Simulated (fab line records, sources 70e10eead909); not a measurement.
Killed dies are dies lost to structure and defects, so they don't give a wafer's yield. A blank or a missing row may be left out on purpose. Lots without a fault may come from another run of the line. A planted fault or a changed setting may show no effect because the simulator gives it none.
A struck lot beside a sound one | flow nand_harc | 14 steps out of a route of 1159
Sound: wafers L183.1, L183.2, L183.6. Struck: wafer L189.4. (L189.1, L189.3 of the same lot were not struck and are left out.) The cause comes at the end.
At each step with rows: each side's tool, then ch and its chambers, then its first start. Under that, the readings that differ: sound wafers | struck wafers | difference of the means | sigmas: that difference in standard deviations of wafers without a fault.
alike: readings whose means differ by less than 2 such deviations, and words and numbers that are the same on both sides. not compared: withheld readings, readings that some wafer has no value for, bounds like >300 that may hide the same value, and numbers for which the record gives no deviation and whose values overlap.
The two part at a step that has a row with sigmas, a row that says differs or no value, or rows on one side only. Numbers that don't overlap but have no deviation are shown without sigmas and don't part them. A reading that every wafer of one side lacks parts them only if that side has two wafers or more.

first, 2 steps without rows for these wafers: NHARC_A_CONTACT_ETCH_137 (etches the open film in C4F8/O2/Ar, time 132 s, target depth 1287 nm); NHARC_A_CONTACT_ETCH_138 (etches the open film in C4F8/O2/Ar, time 132 s, target depth 1289 nm).
NHARC_A_CONTACT_ETCH_139: etches the open film in C4F8/O2/Ar, time 137 s, target depth 590 nm.
  sound on har_cap_etch-03 ch 0,1, day 17 07:10; struck on har_cap_etch-03 ch 1, day 19 10:40
  not compared: rf_hours_counter_h
NHARC_A_CONTACT_ETCH_92: etches the open film in CH3F/O2, target depth 40 nm, time 85.7 s.
  sound on rie_diel-10 ch 1,2,3, day 17 07:33; struck on rie_diel-10 ch 1, day 19 11:04
  reading                | sound                | struck | difference | sigmas
  oes_product_au (a.u.)  | 0.933 0.909 0.928    | 0.991  | +0.068     | +3
  throttle_valve_pct (%) | 20.673 20.655 20.652 | 20.688 | +0.028     | +3
  alike: drypump_motor_current_A, o2_flow_sccm, rf_vpp_V, showerhead_plenum_p_Torr
  not compared: rf_hours_counter_h
then, 1 step without rows for these wafers: NHARC_A_CONTACT_ETCH_98 (etches the open film in C4F6/O2, target depth 20 nm, time 10 s).
NHARC_A_CONTACT_CD_MEAS_15:
  sound on cd_sem-02, day 17 07:46; struck on cd_sem-03, day 19 11:17
  alike: cd_nm
then, 3 steps without rows for these wafers: NHARC_A_CONTACT_STRIP_107 (strips in N2/H2); NHARC_A_CONTACT_STRIP_108 (strips in CF4/CHF3); NHARC_A_CONTACT_STRIP_109 (strips in O2/COS).
NHARC_A_CONTACT_ETCH_110: etches the open film in CF4/O2, target depth 50 nm, overetch 5 nm, time 27.5 s.
  sound on rie_diel-10 ch 1,3, day 17 08:04; struck on rie_diel-10 ch 2, day 19 11:39
  reading                     | sound       | struck | difference | sigmas
  drypump_motor_current_A (A) | 5.4 5.7 5.5 | 6.7    | +1.2       | +3
  alike: o2_flow_sccm, oes_product_au, rf_vpp_V, showerhead_plenum_p_Torr, throttle_valve_pct
  not compared: rf_hours_counter_h
NHARC_A_CONTACT_STRIP_26: strips in O2.
  sound on rie_diel-10 ch 1,2,3; struck on rie_diel-10 ch 0
  reading               | sound             | struck | difference | sigmas
  oes_product_au (a.u.) | 0.996 0.969 0.992 | 1.009  | +0.023     | +2
  alike: drypump_motor_current_A, o2_flow_sccm, rf_vpp_V, showerhead_plenum_p_Torr, throttle_valve_pct
  not compared: rf_hours_counter_h
then, 1 step without rows for these wafers: NHARC_A_CONTACT_STRIP_27 (strips in post etch residue remover, time 600 s).
NHARC_A_CONTACT_ALD_18: deposits TiN, target thk 3 nm, pulse time 1 s, ald cycles 150.
  sound on ald_metal-03 ch 1,3, day 17 08:43; struck on ald_metal-03 ch 0, day 19 12:18
  reading                    | sound             | struck | difference | sigmas
  ald_cycles                 | 150 150 150       | 71     | -79        |
  precursor_pulse_height_rel | 0.977 0.995 1.016 | 0.950  | -0.046     | -2
  alike: heater_power_w
NHARC_A_CONTACT_CVD_19: deposits W, target thk 300 nm, time 802 s.
  sound on cvd_w-02 ch 0,1; struck on cvd_w-01 ch 0
  alike: heater_power_w, throttle_valve_pct

WHERE THEY PART
First at NHARC_A_CONTACT_ETCH_92; last, within this record, at NHARC_A_CONTACT_ALD_18. Later steps at which nothing parts them and some readings are alike: NHARC_A_CONTACT_CVD_19.

WHY: what the simulator had put in
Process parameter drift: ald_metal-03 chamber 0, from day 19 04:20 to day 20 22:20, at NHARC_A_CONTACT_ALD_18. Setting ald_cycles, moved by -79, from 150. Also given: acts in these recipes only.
